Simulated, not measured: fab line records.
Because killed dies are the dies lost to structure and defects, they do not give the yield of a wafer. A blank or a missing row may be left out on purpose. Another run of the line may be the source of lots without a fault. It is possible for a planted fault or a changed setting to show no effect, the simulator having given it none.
Chamber matching / flow n5Finfet / N5_BEOL_M3_VIA_ETCH_34 on rieDiel-02: 4 sister chambers
The step etches the open film in C4F6/O2, target depth 69.4 nm, time 65.9 s. 4 wafers are shown with their chamber, then 7 later ones without.

## WAFERS PAIRED WITH THEIR CHAMBERS
wafer=L075.5; chamber=0; showerheadPlenumPTorr (Torr)=2.88
wafer=L084.3; chamber=3; showerheadPlenumPTorr (Torr)=2.79
wafer=L086.1; chamber=1; showerheadPlenumPTorr (Torr)=2.73
wafer=L086.3; chamber=2; showerheadPlenumPTorr (Torr)=2.95

## WAFERS MISSING THEIR CHAMBER
wafer=L086.4; showerheadPlenumPTorr (Torr)=2.88
wafer=L095.1; showerheadPlenumPTorr (Torr)=2.94
wafer=L095.3; showerheadPlenumPTorr (Torr)=2.72
wafer=L095.4; showerheadPlenumPTorr (Torr)=2.87
wafer=L094.1; showerheadPlenumPTorr (Torr)=2.87
wafer=L094.4; showerheadPlenumPTorr (Torr)=2.94
wafer=L094.6; showerheadPlenumPTorr (Torr)=2.87

## WHICH CHAMBER EACH WENT THROUGH
wafer=L086.4; from the rows above=0; in truth=0
wafer=L095.1; from the rows above=2; in truth=2
wafer=L095.3; from the rows above=1; in truth=1
wafer=L095.4; from the rows above=0; in truth=0
wafer=L094.1; from the rows above=0; in truth=0
wafer=L094.4; from the rows above=2; in truth=2
wafer=L094.6; from the rows above=0; in truth=0
Correct placement for 7 of the 7. Can't be placed from these rows: 0. Placed wrongly: 0.
How it was worked out, from the rows above alone: a wafer's distance from a chamber is the root of the sum, over the readings, of the square of ((its reading less the chamber's mean) divided by the reading's scatter). The wafer belongs to the nearest chamber; if the next one is less than 2 further off, it can't be placed. A chamber's mean is the mean of its shown wafers. The scatter (one wafer shown for each chamber): square how far every hidden wafer sits from the nearest shown wafer, average those squares and take the square root.
